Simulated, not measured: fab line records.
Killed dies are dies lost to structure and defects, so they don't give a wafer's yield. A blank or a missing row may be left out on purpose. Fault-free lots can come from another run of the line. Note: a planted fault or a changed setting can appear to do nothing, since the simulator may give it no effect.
fab line records    flow n5Finfet
[record] lots = 11  wafers = 28  lastDay = 21
route steps=1938 shown GATE_CUT@468 BEOL_M4@1111 PASSIVATION@1936
lots with no fault: from the same line, run without faults
startH: the number of hours between the record's first day and the start of the first shown wafer of the lot    waitH: time in hours since the lot's previous step    " the same as in the row above    L1.1+2: one row covering several wafers at once    - either no value or no given start    * or withheld: withheld    < > ~ a bound
route shown NAME@n: names a module that has steps shown in the file, with the first one's number in the route    usual: mean and standard deviation over wafers with no fault    same: alike in all rows    chamber/n: place in a boat    sites: readings site by site    _std_site: the values' standard deviation    _edge_site: outer sites' mean less inner sites'    radiusMm: for every site, how far away it sits from the centre of the wafer    mask NAME#n: copy n    behind: the tool/chamber that last shaped the wafer    hold: what put the lot on hold/how long, in hours/how the hold closed    device: the n, p or np transistor that did not switch    end of line: tests of these same wafers at the route's end    step lacking rows: just its recipe    killed: dies lost to structure and defects at the first sort, not the wafer's yield    map: the dies of a wafer, with x for killed, . for not killed, _ for no die there
set.NAME: the setting as run; set.NAME@STEP: as run at that earlier step    model.NAME: the simulator's own value behind a step, which no gauge read
steps of the route over a sample of lots; a table a step, a row a wafer
services: from which hour (startH, from the record's first day; less than 0 if before it) a tool's chamber was out of use, for how many hours, and why
[[steps]]
[step N5_GATE_CUT_VAPOR_ETCH_60]
[recipe] chemistry = BCl3/Cl2  target = HfO2  mode = isotropic
[usual] drypumpMotorCurrentA = 6.0/0.44  heBacksideLeakSccm = 3.33/0.2  oesProductAu = 0.75/0.067
lot.wafer  tool         chamber  startH  waitH  drypumpMotorCurrentA  heBacksideLeakSccm  oesProductAu
L537.2     rieMetal-02  0        95.35   0.0    5.4                   3.34                0.82
L537.6     "            0        "       "      5.4                   3.54                0.80
L538.1     rieMetal-02  0        107.73  0.0    5.4                   3.49                0.83
L538.4     "            1        "       "      5.4                   3.16                0.69
L538.6     "            1        "       "      5.5                   3.32                0.70
L542.1     rieMetal-03  0        130.68  0.0    5.7                   3.35                0.82
L542.3     "            0        "       "      5.7                   3.52                0.81
L542.6     "            1        "       "      6.5                   3.36                0.64
L544.1     rieMetal-02  1        147.23  0.0    5.4                   3.04                0.69
L544.3     "            1        "       "      5.4                   3.29                0.70
L544.5     "            1        "       "      5.4                   3.22                0.69
L545.3     rieMetal-03  0        154.63  0.0    5.8                   3.22                0.82
L545.6     "            1        "       "      6.5                   3.20                0.63
L549.1     rieMetal-01  0        171.19  0.0    6.4                   3.27                0.82
L549.2     "            1        "       "      6.3                   3.33                0.73
L549.5     "            1        "       "      6.3                   3.34                0.73
L550.2     rieMetal-01  0        176.85  0.0    6.4                   3.29                0.82
L550.6     "            1        "       "      6.3                   3.41                0.73
L552.5     rieMetal-01  0        187.82  0.0    6.4                   3.24                0.82
L552.6     "            1        "       "      6.3                   3.38                0.73
L553.4     rieMetal-01  1        194.42  0.0    6.3                   3.40                0.72
L553.6     "            1        "       "      6.3                   3.38                0.73
L554.1     rieMetal-03  0        202.64  0.0    5.7                   3.26                0.79
L554.3     "            1        "       "      6.5                   3.31                0.64
L554.4     "            0        "       "      5.7                   3.46                0.80
L557.2     rieMetal-02  1        222.60  0.0    5.4                   3.13                0.69
L557.3     "            1        "       "      5.4                   3.30                0.68
L557.6     "            0        "       "      5.4                   3.58                0.79
[step N5_GATE_CUT_SAC_CAP_01]
[recipe] material = SiNx  targetThkA = 240  tempC = 400  aldPrecursorFamily = SiH2I2  aldCoReactant = N2/H2-plasma  pulseTimeS = 1  aldCycles = 480  purgeTimeS = 2  coReactantPurgeTimeS = 2  pressureTorr = 2
[usual] heaterPowerW = 838/58  precursorPulseHeightRel = 1.001/0.019
lot.wafer  tool       chamber  startH  waitH  heaterPowerW  precursorPulseHeightRel  sinceWetCleanH
L537.2     aldSin-04  0        98.29   2.6    785           1.004                    196
L537.6     "          2        99.37   3.7    917           0.970                    -
L538.1     aldSin-03  1        108.10  0.0    804           1.016                    298
L538.4     "          3        "       "      919           0.984                    298
L538.6     "          0        109.19  1.1    766           0.971                    -
L542.1     aldSin-04  2        131.50  0.5    921           0.976                    230
L542.3     "          3        "       "      824           0.997                    230
L542.6     "          1        132.59  1.6    842           1.012                    -
L544.1     aldSin-03  1        147.65  0.1    802           0.992                    337
L544.3     "          3        "       "      892           0.965                    337
L544.5     "          3        148.74  1.2    877           0.996                    -
L545.3     aldSin-04  2        154.99  0.0    924           1.025                    253
L545.6     "          2        156.07  1.1    948           1.005                    -
L549.1     aldSin-03  1        171.56  0.0    806           0.996                    361
L549.2     "          0        "       "      784           0.997                    361
L549.5     "          0        172.64  1.1    778           0.995                    -
L550.2     aldSin-02  1        178.43  1.2    880           1.007                    80
L550.6     "          3        179.51  2.3    749           1.009                    -
L552.5     aldSin-02  1        189.27  1.1    873           1.008                    -
L552.6     "          0        "       "      904           0.990                    -
L553.4     aldSin-04  0        194.78  0.0    780           1.015                    293
L553.6     "          3        195.86  1.1    812           1.003                    -
L554.1     aldSin-04  0        203.03  0.0    765           1.005                    301
L554.3     "          3        "       "      809           1.020                    301
L554.4     "          2        "       "      930           1.016                    301
L557.2     aldSin-04  1        223.07  0.0    862           1.015                    321
L557.3     "          2        "       "      934           0.983                    321
L557.6     "          1        224.15  1.1    881           0.966                    -
[step N5_GATE_CUT_CD_MEAS_13]
[recipe] targetCdNm = 20  landingEnergyEv = 500  detector = seInlens
[usual] cdNm = 20.1/0.37
lot.wafer  tool      chamber  startH  waitH  cdNm
L537.2     cdSem-02  0        101.22  -      20.0
L537.6     "         0        "       "      19.8
L538.1     cdSem-01  0        111.06  -      20.5
L538.4     "         0        "       "      19.6
L538.6     "         0        "       "      19.9
L542.1     cdSem-03  0        134.46  -      20.5
L542.3     "         0        "       "      20.8
L542.6     "         0        "       "      20.3
L544.1     cdSem-02  0        150.62  -      19.5
L544.3     "         0        "       "      19.7
L544.5     "         0        "       "      19.5
L545.3     cdSem-03  0        158.12  -      19.5
L545.6     "         0        "       "      20.1
L549.1     cdSem-01  0        174.49  -      20.1
L549.2     "         0        "       "      20.4
L549.5     "         0        "       "      20.4
L550.2     cdSem-02  0        181.49  -      20.6
L550.6     "         0        "       "      20.0
L552.5     cdSem-03  0        191.16  -      20.8
L552.6     "         0        "       "      20.5
L553.4     cdSem-01  0        197.75  -      20.7
L553.6     "         0        "       "      20.8
L554.1     cdSem-03  0        206.25  -      20.1
L554.3     "         0        "       "      20.5
L554.4     "         0        "       "      20.4
L557.2     cdSem-01  0        226.00  -      19.5
L557.3     "         0        "       "      19.8
L557.6     "         0        "       "      19.4
[step N5_GATE_CUT_ETCH_36]
[recipe] chemistry = CF4  target = SiARC  targetDepthA = 130  maskMaterial = CAR-EUV  timeS = 21.7  ionEnergyEv = 80  pressureMtorr = 40  sourceW = 545  biasW = 36  Ar_flow_sccm = 100  cf4FlowSccm = 100  ends = cleared
[usual] drypumpMotorCurrentA = 5.7/0.39  etchRfOnTimeS = 21.7/0.57  oesProductAu = 0.65/0.058  rfVppV = 184.0/1.2  showerheadPlenumPTorr = 2.14/0.075  throttleValvePct = 15.7/0.33
lot.wafer  tool        chamber  startH  waitH  drypumpMotorCurrentA  etchRfOnTimeS  oesProductAu  rfHoursCounterH  rfVppV  showerheadPlenumPTorr  throttleValvePct
L537.2     rieDiel-03  1        101.47  0.0    5.9                   20.9           0.65          191              186.0   2.20                   15.5
L537.6     "           3        "       "      6.5                   22.6           0.66          -                185.3   2.18                   15.6
L538.1     rieDiel-06  0        111.24  0.0    5.7                   22.4           0.59          240              184.4   2.13                   15.7
L538.4     "           1        "       "      5.7                   21.6           0.68          110              183.2   2.09                   16.0
L538.6     "           3        "       "      5.4                   21.7           0.59          -                183.2   2.05                   16.2
L542.1     rieDiel-06  3        134.64  0.0    5.4                   21.5           0.59          238              181.5   2.04                   16.2
L542.3     "           2        "       "      5.8                   22.0           0.63          149              183.9   2.23                   15.3
L542.6     "           0        "       "      5.7                   22.2           0.59          -                183.7   2.13                   15.7
L544.1     rieDiel-03  0        150.80  0.0    5.2                   21.6           0.58          232              184.5   2.12                   16.0
L544.3     "           2        "       "      6.0                   21.2           0.62          176              182.7   2.04                   15.3
L544.5     "           1        "       "      6.0                   20.9           0.64          -                185.1   2.20                   15.6
L545.3     rieDiel-03  3        158.49  0.0    6.5                   22.4           0.65          121              182.9   2.18                   15.7
L545.6     "           0        "       "      5.2                   21.2           0.58          -                183.0   2.12                   16.0
L549.1     rieDiel-02  2        174.71  0.0    5.8                   23.1           0.59          182              183.0   2.05                   16.0
L549.2     "           0        "       "      5.8                   21.2           0.72          65               182.5   2.11                   15.6
L549.5     "           2        "       "      5.8                   22.9           0.59          -                182.7   2.06                   16.0
L550.2     rieDiel-03  2        181.66  0.0    6.0                   21.0           0.63          187              182.3   2.04                   15.3
L550.6     "           1        "       "      5.9                   14.2           0.80          -                184.1   2.19                   15.6
L552.5     rieDiel-03  2        191.35  0.0    5.9                   14.4           0.78          -                182.2   2.03                   15.3
L552.6     "           1        "       "      6.0                   14.2           0.79          -                185.8   2.19                   15.6
L553.4     rieDiel-03  2        198.06  0.0    6.0                   21.3           0.61          193              185.1   2.03                   15.3
L553.6     "           1        "       "      5.9                   14.2           0.79          -                185.4   2.19                   15.6
L554.1     rieDiel-02  1        207.19  0.0    4.8                   21.4           0.65          163              183.6   2.16                   15.9
L554.3     "           0        "       "      5.8                   21.3           0.70          79               180.9   2.10                   15.7
L554.4     "           2        "       "      5.9                   23.1           0.58          194              183.0   2.05                   16.0
L557.2     rieDiel-06  3        226.19  0.0    5.4                   21.4           0.83          7                186.6   2.29                   15.8
L557.3     "           1        "       "      5.6                   21.8           0.65          151              183.6   2.07                   16.1
L557.6     "           3        "       "      5.3                   21.6           0.82          -                184.7   2.29                   15.7
[step N5_BEOL_M4_RC_MEAS_101]
[usual] DIBL_N = 37.7/2  DIBL_P = 37.7/2.3  IOFF_N = 0.18/0.039  IOFF_P = 0.23/0.042  ION_N = 681/12  ION_P = 463/8  SS_N = 71.9/0.68  SS_P = 73.6/0.71  VT_N = 248/3.2  VT_P = -249/3.1
lot.wafer  tool       chamber  startH  waitH  DIBL_N[mV/V]  DIBL_P[mV/V]  IOFF_N[nA/um]  IOFF_P[nA/um]  ION_N[uA/um]  ION_P[uA/um]  SS_N[mV/dec]  SS_P[mV/dec]  VT_N[mV]  VT_P[mV]
L537.2     prober-02  0        276.70  0.2    38.0          37.0          0.19           0.20           692           462           71.4          73.3          247       -252
L537.6     "          0        "       "      37.4          37.3          0.16           0.21           681           459           71.2          73.3          249       -252
L538.1     prober-01  0        278.27  0.0    36.2          35.5          0.13           0.16           658           441           72.6          73.6          254       -256
L538.4     "          0        "       "      37.5          38.0          0.16           0.20           679           457           72.2          72.6          251       -254
L538.6     "          0        "       "      41.2          40.8          0.24           0.24           677           452           72.4          74.0          245       -250
L542.1     prober-02  0        306.99  0.0    38.7          39.1          0.19           0.25           679           459           72.9          74.1          248       -251
L542.3     "          0        "       "      36.7          36.1          0.15           0.18           680           458           72.5          73.9          250       -256
L542.6     "          0        "       "      37.4          39.1          0.18           0.25           695           471           72.8          74.3          251       -250
L545.3     prober-01  0        317.48  0.3    39.9          40.9          0.22           0.27           709           470           72.0          74.2          244       -249
L545.6     "          0        "       "      41.5          41.8          0.27           0.30           715           484           72.1          74.2          242       -245
L544.1     prober-02  0        323.10  0.0    34.1          34.6          0.14           0.18           668           453           70.5          72.2          250       -252
L544.3     "          0        "       "      36.3          37.9          0.19           0.24           697           472           72.3          73.2          247       -248
L544.5     "          0        "       "      34.2          35.2          0.16           0.19           689           470           71.6          73.5          247       -249
L549.1     prober-01  0        344.88  0.0    40.9          40.7          0.22           0.30           692           477           72.4          74.6          244       -242
L549.2     "          0        "       "      37.4          36.3          0.16           0.22           676           468           71.1          73.8          248       -250
L549.5     "          0        "       "      37.9          36.6          0.16           0.22           679           471           71.7          73.2          250       -249
L550.2     prober-02  0        358.24  0.2    37.4          38.8          0.16           0.23           663           454           71.4          74.0          254       -251
L550.6     "          0        "       "      36.1          37.4          0.15           0.20           674           456           71.9          73.9          252       -252
L552.5     prober-01  0        360.67  0.6    37.0          35.4          0.16           0.20           677           462           71.2          73.1          248       -249
L552.6     "          0        "       "      39.6          38.5          0.20           0.24           681           463           72.0          74.4          246       -251
L553.4     prober-01  0        378.32  0.5    36.4          36.9          0.15           0.21           679           468           70.9          73.4          252       -251
L553.6     "          0        "       "      33.5          32.8          0.11           0.16           674           461           70.6          72.8          254       -255
L554.1     prober-01  0        385.68  0.0    38.0          40.6          0.18           0.23           686           471           72.0          73.7          247       -252
L554.3     "          0        "       "      33.6          34.2          0.11           0.14           645           444           71.2          71.8          256       -253
L554.4     "          0        "       "      35.8          36.5          0.15           0.17           675           454           71.7          73.3          251       -256
L557.2     prober-02  0        402.43  0.2    36.5          36.5          0.16           0.26           662           460           71.5          73.6          250       -245
L557.3     "          0        "       "      33.3          31.9          0.12           0.17           680           463           70.8          73.0          248       -251
L557.6     "          0        "       "      36.9          37.3          0.19           0.26           686           475           72.2          74.0          248       -246
[step N5_PASSIVATION_PROBE_49]
[usual] defectLimitedYield = 91.1/1.4  killed_at_M0_to_M3 = 34/9.6  killed_at_M4_up = 15/5.3  killedAtContacts = 12/6.1  killedAtFrontEnd = 40/11  killedAtOther = 3.5/2.8  killedDies = 105/17  killedOpen = 70/12  killedShort = 34/7.7  sort_bin_5_function = 5.2/0.97  sort_bin_6_memory = 3.4/0.62  sort_bin_8_speed = 0.00/0.023  sortNPass = 1075/17  sortYieldPct = 91.1/1.4
[same] grossDies = 1180  killedAtBackSide = 0  sort_bin_4_leakage[%] = 0
lot.wafer  tool       chamber  startH  waitH  defectLimitedYield[%]  killed_at_M0_to_M3  killed_at_M4_up  killedAtContacts  killedAtFrontEnd  killedAtOther  killedDies  killedOpen  killedShort  sort_bin_5_function[%]  sort_bin_6_memory[%]  sort_bin_8_speed[%]  sortNPass  sortYieldPct[%]
L538.1     prober-02  -        391.38  0.0    91.2                   33                  19               14                31                7              104         75          29           5.3                     3.3                   0.08                 1075       91.1
L538.4     prober-02  -        391.53  0.2    92.5                   31                  8                12                37                1              89          65          24           4.2                     3.0                   0                    1091       92.5
L538.6     prober-02  -        391.63  0.3    92.2                   38                  8                4                 38                4              92          63          29           4.1                     3.6                   0                    1088       92.2
L537.2     prober-01  -        392.31  0.1    90.6                   37                  20               11                41                2              111         84          25           6.4                     2.9                   0                    1069       90.6
L537.6     prober-01  -        392.51  0.3    89.7                   35                  17               23                45                2              122         74          45           6.4                     3.7                   0                    1058       89.7
L542.1     prober-02  -        413.05  0.0    91.9                   22                  8                15                48                2              95          66          28           3.6                     4.2                   0                    1085       91.9
L542.3     prober-02  -        413.15  0.1    92.4                   28                  11               14                32                5              90          60          30           5.1                     2.3                   0                    1090       92.4
L542.6     prober-02  -        413.30  0.3    88.8                   45                  16               16                55                0              132         87          45           6.8                     4.2                   0                    1048       88.8
L545.3     prober-01  -        420.62  0.1    93.1                   16                  19               7                 37                3              82          56          26           3.9                     2.7                   0                    1098       93.1
L545.6     prober-01  -        420.77  0.3    93.0                   9                   20               8                 44                2              83          54          29           4.6                     2.0                   0                    1097       93.0
L544.1     prober-01  -        435.73  0.0    90.9                   38                  20               9                 39                1              107         66          39           4.7                     3.9                   0                    1073       90.9
L544.3     prober-01  -        435.83  0.1    91.2                   36                  19               7                 39                3              104         73          30           5.5                     3.1                   0                    1076       91.2
L544.5     prober-01  -        435.93  0.2    91.4                   34                  20               8                 37                3              102         74          27           4.7                     3.6                   0                    1078       91.4
L549.1     prober-01  -        450.39  0.0    87.7                   47                  17               17                61                3              145         94          49           8.0                     4.1                   0                    1035       87.7
L549.2     prober-01  -        450.44  0.1    94.2                   23                  17               11                18                0              69          47          21           2.9                     2.6                   0                    1111       94.2
L549.5     prober-01  -        450.59  0.2    90.8                   33                  21               10                44                0              108         73          33           5.4                     3.4                   0                    1072       90.8
L550.2     prober-01  -        456.98  0.1    91.9                   29                  10               12                39                6              96          49          46           4.7                     3.3                   0                    1084       91.9
L550.6     prober-01  -        457.18  0.3    91.4                   32                  18               9                 36                6              101         67          34           5.4                     3.0                   0                    1079       91.4
L552.5     prober-01  -        460.44  0.2    87.5                   48                  24               22                48                6              148         106         42           6.9                     5.0                   0                    1032       87.5
L552.6     prober-01  -        460.49  0.3    89.0                   42                  18               18                49                3              130         91          38           6.7                     4.0                   0                    1050       89.0
L553.4     prober-01  -        480.49  0.2    92.2                   28                  16               7                 38                3              92          56          35           4.8                     2.5                   0                    1088       92.2
L553.6     prober-01  -        480.59  0.3    89.2                   37                  16               17                55                3              128         86          41           6.7                     3.7                   0                    1052       89.2
L554.1     prober-02  -        482.96  0.0    91.5                   27                  19               13                34                7              100         74          26           4.9                     3.3                   0                    1080       91.5
L554.3     prober-02  -        483.06  0.1    92.5                   33                  8                11                34                2              88          52          34           4.2                     2.9                   0.25                 1089       92.3
L554.4     prober-02  -        483.11  0.2    91.0                   25                  19               1                 59                2              106         72          33           5.2                     3.7                   0                    1074       91.0
L557.2     prober-01  -        510.11  0.1    93.0                   30                  10               9                 30                4              83          53          27           3.8                     2.8                   0                    1097       93.0
L557.3     prober-01  -        510.16  0.1    93.0                   25                  13               8                 34                3              83          55          26           4.2                     2.5                   0                    1097       93.0
L557.6     prober-01  -        510.31  0.3    93.2                   22                  13               8                 25                12             80          54          25           3.7                     2.7                   0                    1100       93.2
// killed by level:class
L538.1 MOL_CONTACT_COAG:geometricParticle:open=12 BEOL_M1:geometricParticle:open=11 STI_FIN_REVEAL:geometricParticle:open=8 BEOL_M3:geometricParticle:short=8 BEOL_M4:geometricParticle:open=8 DUMMY_GATE:geometricParticle:open=7 BEOL_M0_SAQP:geometricParticle:short=4 MIM_TOP_ETCH:geometricParticle:open=4
L538.4 MOL_CONTACT_COAG:geometricParticle:open=10 STI_FIN_REVEAL:geometricParticle:open=9 FIN_SAQP:geometricParticle:open=6 BEOL_M1:geometricParticle:open=6 BEOL_M0_SAQP:geometricParticle:open=5 STI_FIN_REVEAL:geometricParticle:short=4 BEOL_M3:geometricParticle:short=4 STARTING-WAFER:geometricParticle:open=4
L538.6 STI_FIN_REVEAL:geometricParticle:open=11 BEOL_M1:geometricParticle:open=9 BEOL_M2:geometricParticle:open=6 BEOL_M0_SAQP:geometricParticle:open=6 BEOL_M4:geometricParticle:open=6 BEOL_M3:geometricParticle:open=5 FIN_SAQP:geometricParticle:short=4 FIN_SAQP:geometricParticle:open=4
L537.2 BEOL_M4:geometricParticle:open=17 BEOL_M3:geometricParticle:open=15 FIN_SAQP:geometricParticle:open=11 MOL_CONTACT_COAG:geometricParticle:open=8 BEOL_M0_SAQP:geometricParticle:open=7 STI_FIN_REVEAL:geometricParticle:open=6 DUMMY_GATE:geometricParticle:open=6 FIN_SAQP:geometricParticle:short=4
L537.6 MOL_CONTACT_COAG:geometricParticle:open=15 BEOL_M3:geometricParticle:open=12 BEOL_M0_SAQP:geometricParticle:short=9 BEOL_M4:geometricParticle:open=9 MOL_CONTACT_COAG:geometricParticle:short=8 STI_FIN_REVEAL:geometricParticle:open=7 FIN_SAQP:geometricParticle:open=6 STI_FIN_REVEAL:geometricParticle:short=5
L542.1 STI_FIN_REVEAL:geometricParticle:open=14 FIN_SAQP:geometricParticle:open=10 MOL_CONTACT_COAG:geometricParticle:open=10 BEOL_M0_SAQP:geometricParticle:open=9 BEOL_M0_SAQP:geometricParticle:short=6 ILD0:geometricParticle:short=5 MOL_CONTACT_COAG:geometricParticle:short=5 GATE_CUT:geometricParticle:short=4
L542.3 MOL_CONTACT_COAG:geometricParticle:open=10 BEOL_M0_SAQP:geometricParticle:open=10 FIN_SAQP:geometricParticle:open=8 BEOL_M0_SAQP:geometricParticle:short=8 STI_FIN_REVEAL:geometricParticle:open=7 BEOL_M4:geometricParticle:open=6 BEOL_M1:geometricParticle:open=5 STARTING-WAFER:geometricParticle:short=5
L542.6 BEOL_M0_SAQP:geometricParticle:open=18 FIN_SAQP:geometricParticle:open=13 FIN_SAQP:geometricParticle:short=11 STI_FIN_REVEAL:geometricParticle:open=11 MOL_CONTACT_COAG:geometricParticle:open=10 BEOL_M0_SAQP:geometricParticle:short=9 BEOL_M4:geometricParticle:open=8 MOL_CONTACT_COAG:geometricParticle:short=6
L545.3 BEOL_M4:geometricParticle:open=8 FIN_SAQP:geometricParticle:short=7 MOL_CONTACT_COAG:geometricParticle:open=7 STARTING-WAFER:geometricParticle:short=6 STI_FIN_REVEAL:geometricParticle:open=5 GATE_CUT:geometricParticle:open=5 BEOL_M2:geometricParticle:open=5 BEOL_M0_SAQP:geometricParticle:open=4
L545.6 FIN_SAQP:geometricParticle:open=10 GATE_CUT:geometricParticle:short=9 FIN_SAQP:geometricParticle:short=8 MOL_CONTACT_COAG:geometricParticle:open=8 BEOL_M4:geometricParticle:open=6 GATE_CUT:geometricParticle:open=4 BEOL_M8:geometricParticle:open=4 FIN_CUT:geometricParticle:open=3
L544.1 BEOL_M0_SAQP:geometricParticle:short=10 DUMMY_GATE:geometricParticle:open=9 BEOL_M2:geometricParticle:open=8 MOL_CONTACT_COAG:geometricParticle:open=6 BEOL_M0_SAQP:geometricParticle:open=6 FIN_SAQP:geometricParticle:short=5 FIN_SAQP:geometricParticle:open=5 BEOL_M3:geometricParticle:open=5
L544.3 BEOL_M3:geometricParticle:open=15 STI_FIN_REVEAL:geometricParticle:open=11 BEOL_M4:geometricParticle:open=8 FIN_SAQP:geometricParticle:open=5 DUMMY_GATE:geometricParticle:open=5 BEOL_M2:geometricParticle:open=5 DUMMY_GATE:geometricParticle:short=4 MOL_CONTACT_COAG:geometricParticle:open=4
L544.5 BEOL_M2:geometricParticle:open=15 STI_FIN_REVEAL:geometricParticle:open=13 BEOL_M1:geometricParticle:open=8 BEOL_M4:geometricParticle:open=8 FIN_SAQP:geometricParticle:open=7 FIN_SAQP:geometricParticle:short=7 MOL_CONTACT_COAG:geometricParticle:open=7 BEOL_M0_SAQP:geometricParticle:short=5
L549.1 FIN_SAQP:geometricParticle:short=25 FIN_SAQP:geometricParticle:open=17 MOL_CONTACT_COAG:geometricParticle:open=14 BEOL_M1:geometricParticle:open=14 BEOL_M0_SAQP:geometricParticle:open=12 BEOL_M4:geometricParticle:open=9 BEOL_M0_SAQP:geometricParticle:short=6 BEOL_M2:geometricParticle:short=6
L549.2 BEOL_M4:geometricParticle:open=12 MOL_CONTACT_COAG:geometricParticle:open=9 BEOL_M2:geometricParticle:open=8 FIN_SAQP:geometricParticle:short=5 BEOL_M0_SAQP:geometricParticle:short=5 BEOL_M1:geometricParticle:open=4 STARTING-WAFER:geometricParticle:open=3 FIN_SAQP:geometricParticle:open=2
L549.5 FIN_SAQP:geometricParticle:open=12 MOL_CONTACT_COAG:geometricParticle:open=9 BEOL_M2:geometricParticle:open=9 FIN_SAQP:geometricParticle:short=8 DUMMY_GATE:geometricParticle:open=7 BEOL_M0_SAQP:geometricParticle:open=7 GATE_CUT:geometricParticle:short=6 BEOL_M4:geometricParticle:open=6
L550.2 BEOL_M0_SAQP:geometricParticle:short=15 FIN_SAQP:geometricParticle:short=10 MOL_CONTACT_COAG:geometricParticle:open=8 BEOL_M0_SAQP:geometricParticle:open=7 STI_FIN_REVEAL:geometricParticle:open=6 STARTING-WAFER:geometricParticle:short=5 FIN_SAQP:geometricParticle:open=4 MOL_CONTACT_COAG:geometricParticle:short=4
L550.6 MOL_CONTACT_COAG:geometricParticle:open=9 BEOL_M2:geometricParticle:open=9 BEOL_M4:geometricParticle:open=9 FIN_SAQP:geometricParticle:short=7 STI_FIN_REVEAL:geometricParticle:open=6 BEOL_M0_SAQP:geometricParticle:short=6 FIN_SAQP:geometricParticle:open=5 BEOL_M3:geometricParticle:short=5
L552.5 MOL_CONTACT_COAG:geometricParticle:open=18 BEOL_M4:geometricParticle:open=14 FIN_SAQP:geometricParticle:open=10 BEOL_M1:geometricParticle:open=10 STI_FIN_REVEAL:geometricParticle:open=9 BEOL_M0_SAQP:geometricParticle:open=9 BEOL_M0_SAQP:geometricParticle:short=6 BEOL_M2:geometricParticle:open=6
L552.6 MOL_CONTACT_COAG:geometricParticle:open=16 STI_FIN_REVEAL:geometricParticle:open=11 BEOL_M2:geometricParticle:open=11 FIN_SAQP:geometricParticle:open=10 BEOL_M1:geometricParticle:open=10 BEOL_M4:geometricParticle:open=8 BEOL_M3:geometricParticle:open=7 FIN_SAQP:geometricParticle:short=6
L553.4 BEOL_M2:geometricParticle:open=13 FIN_SAQP:geometricParticle:open=6 FIN_SAQP:geometricParticle:short=5 GATE_CUT:geometricParticle:short=5 MOL_CONTACT_COAG:geometricParticle:open=5 BEOL_M4:geometricParticle:open=5 STI_FIN_REVEAL:geometricParticle:open=4 DUMMY_GATE:geometricParticle:open=4
L553.6 FIN_SAQP:geometricParticle:open=19 FIN_SAQP:geometricParticle:short=15 MOL_CONTACT_COAG:geometricParticle:open=13 BEOL_M0_SAQP:geometricParticle:open=10 BEOL_M2:geometricParticle:open=9 STARTING-WAFER:geometricParticle:open=6 MOL_CONTACT_COAG:geometricParticle:short=4 BEOL_M0:geometricParticle:open=4
L554.1 MOL_CONTACT_COAG:geometricParticle:open=10 FIN_SAQP:geometricParticle:open=9 BEOL_M0_SAQP:geometricParticle:open=9 BEOL_M4:geometricParticle:open=9 BEOL_M0_SAQP:geometricParticle:short=5 DUMMY_GATE:geometricParticle:open=4 BEOL_M0:geometricParticle:open=4 MIM_TOP:geometricParticle:open=4
L554.3 MOL_CONTACT_COAG:geometricParticle:open=11 BEOL_M0_SAQP:geometricParticle:open=9 FIN_SAQP:geometricParticle:short=8 BEOL_M3:geometricParticle:open=7 FIN_SAQP:geometricParticle:open=5 BEOL_M0_SAQP:geometricParticle:short=5 BEOL_M1:geometricParticle:open=4 STI_FIN_REVEAL:geometricParticle:open=3
L554.4 FIN_SAQP:geometricParticle:open=21 FIN_SAQP:geometricParticle:short=12 BEOL_M1:geometricParticle:open=10 BEOL_M4:geometricParticle:open=10 STARTING-WAFER:geometricParticle:short=5 DUMMY_GATE:geometricParticle:open=4 BEOL_M0_SAQP:geometricParticle:open=4 BEOL_M8:geometricParticle:open=4
L557.2 BEOL_M2:geometricParticle:open=12 MOL_CONTACT_COAG:geometricParticle:open=8 BEOL_M0_SAQP:geometricParticle:open=8 FIN_SAQP:geometricParticle:short=5 STI_FIN_REVEAL:geometricParticle:open=5 STARTING-WAFER:geometricParticle:short=5 FIN_SAQP:geometricParticle:open=4 GATE_CUT:geometricParticle:short=4
L557.3 BEOL_M2:geometricParticle:open=10 MOL_CONTACT_COAG:geometricParticle:open=8 FIN_SAQP:geometricParticle:open=6 FIN_SAQP:geometricParticle:short=6 STARTING-WAFER:geometricParticle:open=6 BEOL_M4:geometricParticle:open=5 BEOL_M0_SAQP:geometricParticle:open=4 DUMMY_GATE:geometricParticle:open=3
L557.6 STI_FIN_REVEAL:geometricParticle:open=7 MOL_CONTACT_COAG:geometricParticle:open=7 BEOL_M0_SAQP:geometricParticle:short=7 BEOL_M4:geometricParticle:open=7 BEOL_M2:geometricParticle:open=5 FIN_SAQP:geometricParticle:open=4 MIM_TOP:geometricParticle:open=4 PAD_METAL:geometricParticle:short=4
[[services]]
tool         chamber  startH  hours  kind
rieDiel-02   1        82.56   4.2    repair
rieDiel-06   -        82.88   0.7    repair
aldSin-02    -        85.25   14.0   pm
rieDiel-03   2        118.77  6.3    repair
rieMetal-01  0        124.30  5.3    repair
rieMetal-03  -        140.36  2.8    pm
rieDiel-06   0        152.53  -      clean
rieDiel-06   0        152.53  -      consumableReplace:focusRing
rieDiel-06   0        152.53  21.1   scheduledDown
rieDiel-06   0        152.53  21.1   ventCycle
aldSin-02    3        153.43  5.9    repair
rieMetal-02  1        166.21  4.4    repair
aldSin-04    -        171.41  6.1    pm
aldSin-03    -        176.77  14.0   pm
aldSin-03    0        176.77  14.0   ventCycle
aldSin-03    1        176.77  14.0   ventCycle
rieMetal-01  -        177.00  0.5    repair
rieDiel-06   3        179.10  4.1    repair
aldSin-02    3        198.27  6.7    repair
rieDiel-03   0        200.42  -      clean
rieDiel-03   0        200.42  -      consumableReplace:focusRing
rieDiel-03   0        200.42  14.1   scheduledDown
rieDiel-03   0        200.42  14.1   ventCycle
rieMetal-03  -        217.63  28.1   pm
[[key]]
[firstSign] step = N5_GATE_CUT_ETCH_36  reading = etchRfOnTimeS  direction = down  sigmas = 13  usual = *  struck = *
[effect] step = N5_GATE_CUT_ETCH_36  reading = oesProductAu  direction = up  sigmas = 2.6  usual = 0.65  struck = 0.79
metAt N5_GATE_CUT_ETCH_36
struckLots L550,L552,L553
struckWafers L550.6,L552.5,L552.6,L553.6
notActingAt N5_GATE_CUT_VAPOR_ETCH_60,N5_GATE_CUT_SAC_CAP_01,N5_GATE_CUT_CD_MEAS_13
onsetBetween 158.49 181.66
[fault] kind = processParameterDrift  tool = rieDiel-03  chamber = -  onsetH = 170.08  steps = N5_GATE_CUT_ETCH_36  channel = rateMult  offset = 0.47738  shape = step  endH = 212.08  scope = struckWafersOnly
